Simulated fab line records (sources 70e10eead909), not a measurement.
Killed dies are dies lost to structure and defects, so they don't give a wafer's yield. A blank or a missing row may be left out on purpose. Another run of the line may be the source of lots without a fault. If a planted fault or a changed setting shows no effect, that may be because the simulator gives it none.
Struck lot and sound lot, side by side | flow nand harc | 16 out of 1302 route steps
Sound: these wafers, L702.2, L702.4, L702.5. Struck: wafer L709.6; the same lot's L709.5 was not struck, so it is left out; see the end for the cause.
Per side, at each step with rows, come the tool, then ch with its chambers, and then its first start. Under that, the readings that differ: sound wafers | struck wafers | difference of the means | sigmas: that difference in standard deviations of wafers without a fault.
alike: words and numbers the same on both sides, and readings whose means are apart by under 2 such deviations; not compared: readings that were withheld, readings missing a value for some wafer, numbers with overlapping values and no deviation given by the record, and bounds like >300 which may hide the same value.
A row with sigmas, a row that says differs or no value, or rows on one side alone: a step with any of these is where the two part. Non-overlapping numbers with no deviation appear without sigmas and do not part them. Lack of a reading on every wafer of one side parts them only where that side has two or more wafers.

first, 1 step without rows for these wafers: NHARC_A_DECK1_JOINT_SRD_15.
NHARC_A_DECK1_JOINT_DEP_16: deposits SiO2, target thk 45 nm.
  sound on pecvd-04 ch 1,2, day 16 12:50; struck on pecvd-04 ch 1, day 19 17:58
  alike: heater power w, throttle valve pct
NHARC_A_DECK1_JOINT_THK_MEAS_17: measures by ellipsometry.
  struck on film metro-01, day 19 18:10; sound on film metro-01, day 16 13:04
  alike: thk nm
NHARC_A_DECK1_JOINT_INSPECT_05:
  struck on defect inspect-01, day 19 18:13; sound on defect inspect-01, day 16 13:06
  alike: raw defect count
after that, 1 step with no rows for these wafers: NHARC_A_ONON_D2_DEP_00 (target thk 1000 nm).
NHARC_A_ONON_D2_THK_MEAS_02: measures by ellipsometry.
  struck on film metro-01, day 19 18:47; sound on film metro-01, day 16 14:02
  alike: thk nm
after that, 1 step with no rows for these wafers: NHARC_A_ONON_D2_DEP_03 (target thk 1000 nm).
NHARC_A_ONON_D2_THK_MEAS_05: measures by ellipsometry.
  struck on film metro-01, day 19 19:21; sound on film metro-01, day 16 14:44
  alike: thk nm
after that, 1 step with no rows for these wafers: NHARC_A_ONON_D2_DEP_06 (target thk 1000 nm).
NHARC_A_ONON_D2_THK_MEAS_08: measures by ellipsometry.
  struck on film metro-01, day 19 19:55; sound on film metro-01, day 16 15:19
  alike: thk nm
after that, 1 step with no rows for these wafers: NHARC_A_ONON_D2_DEP_09 (target thk 1000 nm).
NHARC_A_ONON_D2_THK_MEAS_11: measures by ellipsometry.
  struck on film metro-01, day 19 20:29; sound on film metro-01, day 16 15:52
  alike: thk nm
NHARC_A_ONON_D2_DEP_12: target thk 1000 nm.
  sound on pecvd onon-04 ch 0, day 16 15:59; struck on pecvd onon-04 ch 0, day 19 20:46
  alike: n2 flow sccm
NHARC_A_ONON_D2_THK_MEAS_14: measures by ellipsometry.
  struck on film metro-02, day 19 21:03; sound on film metro-01, day 16 16:26
  reading     | sound       | struck | difference | sigmas
  thk nm (nm) | 996 996 995 | 651    | -345       | -37
then, 1 step without rows for these wafers: NHARC_A_ONON_D2_ANNEAL_15 (time 3600 s).
-- record jumps: 12 days between struck wafers' starts before vs after; left off in module A_ONON_D2, resumes in module END, first step shown is number 1302 of the route --
NHARC_END_SORT_01:
  sound on prober-02 ch 0, day 29 05:50; struck on prober-01 ch 0, day 32 02:42
  reading         | sound | struck | difference | sigmas
  killed at array | 66 58 | 670    | +608       | +29
  killed dies     | 71 61 | 677    | +611       | +29
  alike: killed at other, killed at periphery, killed open, killed short

## WHERE THEY PART
Last at NHARC_END_SORT_01 as far as this record goes, first at NHARC_A_ONON_D2_THK_MEAS_14.

WHY: what the simulator had put in
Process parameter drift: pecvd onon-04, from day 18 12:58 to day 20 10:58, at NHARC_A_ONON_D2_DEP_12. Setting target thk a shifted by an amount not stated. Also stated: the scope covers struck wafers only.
